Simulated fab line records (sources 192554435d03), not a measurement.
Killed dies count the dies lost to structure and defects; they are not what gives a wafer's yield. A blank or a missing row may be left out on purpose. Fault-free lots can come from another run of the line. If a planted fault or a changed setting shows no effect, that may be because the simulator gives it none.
fab line records    flow n5Finfet
record: lots: 10  wafers: 30  lastDay: 19
route steps=1938 shown BEOL_M8@1374 PASSIVATION@1936
lots with no fault: from the same line, run without faults
startH: hours from the record's opening day to when the first of the lot's shown wafers began    waitH: hours from the lot's prior step to this one    " as in the row above    L1.1+2: several wafers, shown together as one row    - no value present, or no start provided    * or withheld: withheld    < > ~ a bound
route shown NAME@n: NAME is a module with steps in the file, n the number in the route of the first one    usual: mean and standard deviation over wafers with no fault    same: alike in all rows    chamber/n: place in a boat    sites: the reading at each site    _std_site: how widely they spread, as a standard deviation    _edge_site: the outer-site mean with the inner-site mean subtracted    radiusMm: how far each site lies from the wafer's centre    mask NAME#n: copy n    behind: the most recent tool/chamber to have shaped the wafer    hold: what put the lot on hold/how long, in hours/how the hold closed    device: names the non-switching transistor (n, p or np)    end of line: tests of these same wafers at the route's end    a step with no rows: only its recipe    killed: dies that structure and defects cost at the first sort, which is not the same as the wafer's yield    map: a wafer's dies, x killed, . not, _ none there
set.NAME: the setting the step ran with; set.NAME@STEP: the setting that earlier step ran with    model.NAME: the simulator's own value behind a step, which no gauge read
route steps across a sampled set of lots; one table per step, one row per wafer
services: the hour from which a tool's chamber was out of use, counted from the record's first day as startH (under 0 if before that day), plus the number of hours and why
== steps ==
step: N5_BEOL_M8_VIA_ETCH_34
recipe: chemistry: C4F6/O2  target: SiCOH_lowk  targetDepthA: 1255  maskMaterial: SOC  taperDeg: 4  timeS: 50.5  ionEnergyEv: 250  pressureMtorr: 30  sourceW: 345  biasW: 185  Ar_flow_sccm: 300  C4F6_flow_sccm: 10  O2_flow_sccm: 10
usual: drypumpMotorCurrentA: 5.73/0.25  oes_o_777_au: 0.83/0.062  oesProductAu: 0.84/0.063  rfFwdPowerW: 341.3/1.6  rfVppV: 668/13  showerheadPlenumPTorr: 2.89/0.085  throttleValvePct: 20.77/0.22
lot.wafer  tool        chamber  startH  waitH  drypumpMotorCurrentA  oes_o_777_au  oesProductAu  rfFwdPowerW  rfHoursCounterH  rfVppV  showerheadPlenumPTorr  throttleValvePct
L374.2     rieDiel-05  2        228.45  0.0    6.15                  0.79          0.81          341.6        90               656     2.87                   21.08
L374.3     "           3        "       "      5.91                  0.96          0.94          342.4        4                651     2.82                   20.86
L374.6     "           1        "       "      5.82                  0.88          0.88          343.1        -                666     2.90                   20.40
L378.1     rieDiel-06  0        247.40  0.0    5.59                  0.79          0.83          341.4        73               664     2.99                   20.92
L378.2     "           2        "       "      5.73                  0.82          0.84          339.6        61               690     3.03                   20.66
L378.3     "           1        "       "      5.61                  0.83          0.82          341.4        99               678     2.77                   20.75
L382.4     rieDiel-06  1        270.41  0.0    5.61                  0.83          0.81          339.0        107              676     2.77                   20.76
L382.5     "           3        "       "      5.26                  0.91          0.93          340.1        -                653     2.92                   20.46
L382.6     "           0        "       "      5.60                  0.78          0.82          341.6        -                666     2.99                   20.93
L388.2     rieDiel-05  1        316.57  0.0    5.80                  0.83          0.81          341.8        68               666     2.89                   20.45
L388.5     "           1        "       "      5.80                  0.82          0.82          341.5        -                664     2.89                   20.45
L388.6     "           0        "       "      5.59                  0.75          0.74          341.9        -                665     2.83                   20.62
L387.1     rieDiel-04  0        320.53  0.0    5.49                  0.90          0.93          340.5        16               676     2.81                   20.58
L387.2     "           1        "       "      6.03                  0.85          0.87          341.2        49               662     2.88                   20.77
L387.6     "           3        "       "      6.02                  0.80          0.84          343.1        -                694     3.01                   20.97
L393.1     rieDiel-06  2        356.06  0.0    5.79                  0.78          0.80          338.2        103              688     3.01                   20.72
L393.2     "           0        "       "      5.57                  0.75          0.79          341.3        111              662     2.97                   20.97
L393.4     "           3        "       "      5.28                  0.87          0.88          338.6        54               654     2.91                   20.52
L392.4     rieDiel-04  0        356.12  0.0    5.42                  0.88          0.90          341.7        30               674     2.80                   20.60
L392.5     "           2        "       "      5.45                  0.93          0.96          343.2        -                669     3.03                   21.01
L392.6     "           3        "       "      6.04                  0.78          0.81          340.5        -                692     3.00                   20.99
L394.1     rieDiel-06  2        377.76  0.0    5.77                  0.78          0.79          338.6        110              688     3.00                   20.72
L394.2     "           1        "       "      5.62                  0.79          0.77          340.6        147              677     2.75                   20.82
L394.3     "           3        "       "      5.27                  0.85          0.87          338.8        62               651     2.90                   20.52
L395.1     rieDiel-04  2        378.57  0.0    5.45                  0.91          0.94          341.3        23               670     3.02                   21.02
L395.4     "           0        "       "      5.42                  0.86          0.88          339.7        38               676     2.80                   20.60
L395.5     "           2        "       "      5.45                  0.93          0.93          343.1        -                667     3.02                   21.01
L397.1     rieDiel-06  0        380.97  0.0    5.56                  0.74          0.78          342.2        120              664     2.97                   20.99
L397.5     "           2        "       "      5.74                  0.77          0.78          338.2        -                689     3.00                   20.73
L397.6     "           1        "       "      5.62                  0.79          0.77          337.7        -                675     2.75                   20.82
step: N5_BEOL_M8_TRENCH_ETCH_37
recipe: chemistry: C4F6/O2  targetDepthA: 934.78  target: SiCOH_lowk  timeS: 31.2  ionEnergyEv: 250  pressureMtorr: 30  sourceW: 345  biasW: 185  Ar_flow_sccm: 300  C4F6_flow_sccm: 10  O2_flow_sccm: 10
usual: drypumpMotorCurrentA: 5.74/0.25  oes_o_777_au: 0.83/0.062  oesProductAu: 0.84/0.061  rfFwdPowerW: 340.1/1.8  rfVppV: 668/13  showerheadPlenumPTorr: 2.89/0.085  throttleValvePct: 20.80/0.22
lot.wafer  tool        chamber  startH  waitH  drypumpMotorCurrentA  oes_o_777_au  oesProductAu  rfFwdPowerW  rfHoursCounterH  rfVppV  showerheadPlenumPTorr  throttleValvePct
L374.2     rieDiel-05  2        -       -      6.14                  0.80          0.82          339.0        90               658     2.87                   21.12
L374.3     "           3        "       "      5.89                  0.96          0.95          342.9        4                648     2.82                   20.90
L374.6     "           1        "       "      5.83                  0.88          0.88          341.0        -                667     2.90                   20.42
L378.1     rieDiel-06  0        -       -      5.59                  0.79          0.82          341.0        73               663     2.99                   20.95
L378.2     "           2        "       "      5.74                  0.82          0.84          336.2        61               688     3.03                   20.67
L378.3     "           1        "       "      5.61                  0.83          0.82          337.4        99               677     2.77                   20.79
L382.4     rieDiel-06  1        -       -      5.61                  0.83          0.81          338.4        107              679     2.77                   20.82
L382.5     "           3        "       "      5.27                  0.92          0.94          337.9        -                655     2.92                   20.48
L382.6     "           0        "       "      5.57                  0.78          0.82          341.2        -                662     2.99                   20.96
L388.2     rieDiel-05  1        -       -      5.80                  0.83          0.83          342.4        68               665     2.89                   20.49
L388.5     "           1        "       "      5.79                  0.84          0.83          342.1        -                664     2.89                   20.49
L388.6     "           0        "       "      5.61                  0.75          0.73          342.0        -                664     2.83                   20.64
L387.1     rieDiel-04  0        -       -      5.41                  0.90          0.91          339.4        16               674     2.81                   20.59
L387.2     "           1        "       "      6.04                  0.86          0.87          341.9        49               662     2.88                   20.80
L387.6     "           3        "       "      6.02                  0.80          0.83          340.1        -                693     3.01                   21.01
L393.1     rieDiel-06  2        -       -      5.75                  0.77          0.80          337.5        104              689     3.01                   20.74
L393.2     "           0        "       "      5.58                  0.75          0.79          341.2        111              663     2.97                   21.03
L393.4     "           3        "       "      5.26                  0.87          0.88          336.8        54               653     2.91                   20.54
L392.4     rieDiel-04  0        -       -      5.42                  0.87          0.88          339.1        30               675     2.80                   20.61
L392.5     "           2        "       "      5.46                  0.94          0.96          342.1        -                667     3.03                   21.03
L392.6     "           3        "       "      6.04                  0.79          0.82          341.9        -                693     3.00                   21.03
L394.1     rieDiel-06  2        -       -      5.76                  0.78          0.79          336.9        110              688     3.00                   20.77
L394.2     "           1        "       "      5.60                  0.79          0.77          337.1        147              676     2.75                   20.86
L394.3     "           3        "       "      5.27                  0.85          0.87          337.1        62               651     2.90                   20.58
L395.1     rieDiel-04  2        -       -      5.47                  0.92          0.93          342.9        23               667     3.02                   21.04
L395.4     "           0        "       "      5.43                  0.86          0.87          340.5        38               675     2.80                   20.63
L395.5     "           2        "       "      5.45                  0.92          0.93          340.8        -                668     3.02                   21.05
L397.1     rieDiel-06  0        -       -      5.58                  0.74          0.78          340.0        120              664     2.97                   21.00
L397.5     "           2        "       "      5.74                  0.78          0.79          337.7        -                690     3.00                   20.76
L397.6     "           1        "       "      5.59                  0.79          0.77          336.4        -                677     2.75                   20.86
step: N5_BEOL_M8_DEP_56
recipe: material: SiCN  targetThkA: 100  tempC: withheld  precursor: 3MS/NH3  pressureTorr: 3  rfW: 202  timeS: 17.5
usual: rfFwdPowerW: 199.5/0.98  showerheadPlenumPTorr: 3.666/0.012  throttleValvePct: 9.1/0.56
lot.wafer  tool      chamber  startH  waitH  rfFwdPowerW  showerheadPlenumPTorr  throttleValvePct
L374.2     pecvd-03  2        234.84  0.0    199.7        3.663                  8.2
L374.3     "         0        "       "      200.0        3.680                  9.9
L374.6     "         2        "       "      200.1        3.668                  8.1
L378.1     pecvd-04  2        251.73  0.0    200.2        3.671                  9.5
L378.2     "         1        "       "      198.7        3.666                  9.6
L378.3     "         0        "       "      197.7        3.644                  9.1
L382.4     pecvd-02  2        273.82  0.0    200.0        3.651                  8.2
L382.5     "         1        "       "      199.9        3.674                  8.9
L382.6     "         0        "       "      199.7        3.663                  9.6
L382.4     pecvd-02  2        274.02  0.2    199.6        3.643                  8.4
L382.5     "         1        "       "      201.0        3.677                  8.8
L382.6     "         0        "       "      200.4        3.657                  9.7
L388.2     pecvd-04  0        319.20  0.0    198.2        3.647                  9.1
L388.5     "         0        "       "      197.2        3.648                  9.3
L388.6     "         1        "       "      198.2        3.682                  9.3
L388.2     pecvd-04  0        319.40  0.2    198.1        3.651                  9.0
L388.5     "         0        "       "      199.1        3.641                  9.3
L388.6     "         1        "       "      198.4        3.683                  9.4
L387.1     pecvd-02  0        324.64  0.0    199.9        3.658                  9.9
L387.2     "         1        "       "      200.6        3.664                  9.3
L387.6     "         2        "       "      200.9        3.656                  8.3
L387.1     pecvd-02  0        324.84  0.2    199.8        3.650                  9.8
L387.2     "         1        "       "      200.7        3.667                  8.9
L387.6     "         2        "       "      200.5        3.652                  8.1
L393.1     pecvd-02  1        360.08  0.0    200.0        3.662                  8.9
L393.2     "         2        "       "      200.1        3.650                  8.5
L393.4     "         1        "       "      200.3        3.670                  8.7
L392.4     pecvd-03  0        360.76  0.0    200.5        3.674                  10.1
L392.5     "         2        "       "      200.8        3.673                  8.1
L392.6     "         1        "       "      198.4        3.665                  9.0
L394.1     pecvd-04  1        380.00  0.0    198.8        3.679                  9.2
L394.2     "         0        "       "      198.7        3.644                  9.1
L394.3     "         2        "       "      197.9        3.661                  9.3
L395.1     pecvd-02  1        382.68  0.0    199.7        3.668                  8.6
L395.4     "         0        "       "      200.8        3.660                  9.8
L395.5     "         1        "       "      199.6        3.665                  8.9
L397.1     pecvd-03  0        383.56  0.0    200.9        3.670                  10.2
L397.5     "         1        "       "      199.9        3.677                  9.1
L397.6     "         2        "       "      199.6        3.667                  8.4
step: N5_BEOL_M8_INSPECT_58
recipe: inspectInstrument: darkfield  mode: postDep
usual: rawDefectCount: 72/28
lot.wafer  tool              chamber  startH  waitH  rawDefectCount
L374.2     defectInspect-02  -        234.94  0.0    70
L374.3     "                 -        "       "      58
L374.6     "                 -        "       "      71
L378.1     defectInspect-02  -        251.82  0.0    82
L378.2     "                 -        "       "      57
L378.3     "                 -        "       "      45
L382.4     defectInspect-01  -        274.11  0.0    103
L382.5     "                 -        "       "      126
L382.6     "                 -        "       "      123
L388.2     defectInspect-01  -        319.49  0.0    91
L388.5     "                 -        "       "      79
L388.6     "                 -        "       "      103
L387.1     defectInspect-01  -        324.94  0.0    161
L387.2     "                 -        "       "      156
L387.6     "                 -        "       "      104
L393.1     defectInspect-02  -        360.17  0.0    58
L393.2     "                 -        "       "      46
L393.4     "                 -        "       "      70
L392.4     defectInspect-02  -        360.84  0.0    106
L392.5     "                 -        "       "      146
L392.6     "                 -        "       "      100
L394.1     defectInspect-02  -        380.09  0.0    33
L394.2     "                 -        "       "      42
L394.3     "                 -        "       "      30
L395.1     defectInspect-02  -        382.77  0.0    63
L395.4     "                 -        "       "      57
L395.5     "                 -        "       "      64
L397.1     defectInspect-01  -        383.66  0.0    68
L397.5     "                 -        "       "      40
L397.6     "                 -        "       "      49
step: N5_PASSIVATION_PROBE_49
usual: defectLimitedYield: 91.1/1.4  killed_at_M0_to_M3: 36/11  killed_at_M4_up: 14/5.2  killedAtContacts: 12/6.1  killedAtFrontEnd: 40/12  killedAtOther: 3.2/2.5  killedDies: 105/16  killedOpen: 68/12  killedShort: 35/8.7  sort_bin_5_function: 5.2/0.89  sort_bin_6_memory: 3.3/0.66  sortNPass: 1074/16  sortYieldPct: 91.1/1.4
same: grossDies: 1180  killedAtBackSide: 0  sort_bin_4_leakage[%]: 0  sort_bin_8_speed[%]: 0
lot.wafer  tool       chamber  startH  waitH  defectLimitedYield[%]  killed_at_M0_to_M3  killed_at_M4_up  killedAtContacts  killedAtFrontEnd  killedAtOther  killedDies  killedOpen  killedShort  sort_bin_5_function[%]  sort_bin_6_memory[%]  sortNPass  sortYieldPct[%]
L388.2     prober-01  -        384.45  0.1    92.7                   20                  11               13                42                0              86          64          21           4.4                     2.7                   1094       92.7
L388.5     prober-01  -        384.60  0.2    90.8                   30                  16               5                 55                3              109         67          42           5.8                     3.2                   1071       90.8
L388.6     prober-01  -        384.65  0.3    88.7                   30                  18               27                58                0              133         83          49           6.4                     4.4                   1047       88.7
L387.1     prober-01  -        388.14  0.0    90.4                   42                  10               5                 49                7              113         62          46           4.7                     3.8                   1067       90.4
L387.2     prober-01  -        388.19  0.1    87.9                   58                  13               12                57                3              143         95          47           7.1                     4.6                   1037       87.9
L387.6     prober-01  -        388.39  0.3    89.3                   61                  12               8                 41                4              126         82          39           6.1                     3.9                   1054       89.3
L395.1     prober-01  -        453.25  0.0    89.7                   50                  22               12                34                4              122         63          53           6.2                     3.6                   1058       89.7
L395.4     prober-01  -        453.40  0.2    90.3                   55                  8                21                28                2              114         64          45           5.4                     4.2                   1066       90.3
L395.5     prober-01  -        453.45  0.2    91.3                   36                  11               29                26                1              103         49          48           5.5                     2.9                   1077       91.3
killed by level:class
L388.2 FIN_SAQP:geometricParticle:open=22 FIN_SAQP:geometricParticle:short=10 MOL_CONTACT_COAG:geometricParticle:open=10 BEOL_M4:geometricParticle:open=6 STARTING-WAFER:geometricParticle:open=5 BEOL_M1:geometricParticle:open=5 BEOL_M0_SAQP:geometricParticle:open=4 BEOL_M2:geometricParticle:open=4
L388.5 FIN_SAQP:geometricParticle:short=14 FIN_SAQP:geometricParticle:open=10 STI_FIN_REVEAL:geometricParticle:open=9 BEOL_M4:geometricParticle:open=8 BEOL_M0_SAQP:geometricParticle:open=7 BEOL_M0_SAQP:geometricParticle:short=5 BEOL_M2:geometricParticle:open=5 BEOL_M3:geometricParticle:open=5
L388.6 FIN_SAQP:geometricParticle:short=21 MOL_CONTACT_COAG:geometricParticle:open=21 FIN_SAQP:geometricParticle:open=16 BEOL_M3:geometricParticle:open=8 STI_FIN_REVEAL:geometricParticle:open=7 MOL_CONTACT_COAG:geometricParticle:short=6 BEOL_M0_SAQP:geometricParticle:short=6 BEOL_M1:geometricParticle:open=5
L387.1 FIN_SAQP:geometricParticle:short=10 FIN_SAQP:geometricParticle:open=9 BEOL_M2:geometricParticle:open=9 STI_FIN_REVEAL:geometricParticle:open=8 BEOL_M3:geometricParticle:short=7 BEOL_M2:geometricParticle:short=6 BEOL_M3:geometricParticle:open=6 BEOL_M0_SAQP:geometricParticle:short=5
L387.2 BEOL_M3:geometricParticle:open=14 FIN_SAQP:geometricParticle:short=13 BEOL_M2:geometricParticle:open=12 DUMMY_GATE:geometricParticle:open=10 FIN_SAQP:geometricParticle:open=8 STI_FIN_REVEAL:geometricParticle:open=8 MOL_CONTACT_COAG:geometricParticle:open=8 BEOL_M0_SAQP:geometricParticle:short=8
L387.6 BEOL_M3:geometricParticle:open=14 BEOL_M2:geometricParticle:open=12 FIN_SAQP:geometricParticle:short=10 BEOL_M1:geometricParticle:open=10 DUMMY_GATE:geometricParticle:open=8 BEOL_M0_SAQP:geometricParticle:short=7 BEOL_M4:geometricParticle:open=7 MOL_CONTACT_COAG:geometricParticle:open=6
L395.1 BEOL_M0_SAQP:geometricParticle:short=15 BEOL_M0_SAQP:geometricParticle:open=11 BEOL_M1:geometricParticle:open=9 FIN_SAQP:geometricParticle:short=8 MOL_CONTACT_COAG:geometricParticle:open=8 BEOL_M1:geometricParticle:short=6 STARTING-WAFER:geometricParticle:short=6 BEOL_M5:geometricParticle:open=5
L395.4 MOL_CONTACT_COAG:geometricParticle:open=15 BEOL_M0_SAQP:geometricParticle:short=13 BEOL_M1:geometricParticle:open=11 BEOL_M0_SAQP:geometricParticle:open=10 BEOL_M1:geometricParticle:short=7 FIN_SAQP:geometricParticle:open=6 MOL_CONTACT_COAG:geometricParticle:short=5 DUMMY_GATE:geometricParticle:open=5
L395.5 MOL_CONTACT_COAG:geometricParticle:short=14 MOL_CONTACT_COAG:geometricParticle:open=14 BEOL_M1:geometricParticle:open=11 BEOL_M1:geometricParticle:short=10 FIN_SAQP:geometricParticle:short=9 BEOL_M4:geometricParticle:open=7 BEOL_M0_SAQP:geometricParticle:short=4 STARTING-WAFER:geometricParticle:short=4
== services ==
tool        chamber  startH  hours  kind
rieDiel-05  -        238.15  0.8    repair
rieDiel-04  0        238.47  -      clean
rieDiel-04  0        238.47  -      consumableReplace:focusRing
rieDiel-04  0        238.47  12.6   scheduledDown
rieDiel-04  0        238.47  12.6   ventCycle
pecvd-02    -        250.45  0.5    repair
rieDiel-04  2        272.93  -      clean
rieDiel-04  2        272.93  -      consumableReplace:focusRing
rieDiel-04  2        272.93  -      consumableReplace:showerhead
rieDiel-04  2        272.93  28.6   scheduledDown
rieDiel-04  2        272.93  28.6   ventCycle
pecvd-04    -        289.15  1.3    repair
rieDiel-04  -        292.12  28.1   pm
pecvd-04    -        292.24  0.7    repair
pecvd-02    0        315.02  2.1    scheduledDown
pecvd-02    -        318.23  2.8    pm
rieDiel-04  1        326.00  10.0   repair
rieDiel-05  0        329.85  3.2    repair
rieDiel-05  -        339.29  2.8    pm
rieDiel-04  -        341.02  0.3    repair
rieDiel-05  1        355.98  1.7    repair
pecvd-04    0        364.62  5.5    scheduledDown
== key ==
firstSign: step: N5_BEOL_M8_DEP_56  reading: visit  direction: added
effect none on later readings
metAt N5_BEOL_M8_DEP_56
struckLots L382,L387,L388
notActingAt N5_BEOL_M8_VIA_ETCH_34,N5_BEOL_M8_TRENCH_ETCH_37,N5_BEOL_M8_INSPECT_58
fault: kind: repeatedStepWhole  tool: pecvd-02,pecvd-03,pecvd-04  chamber: -  onsetH: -  steps: N5_BEOL_M8_DEP_56  times: 1  scope: struckLotsOnly
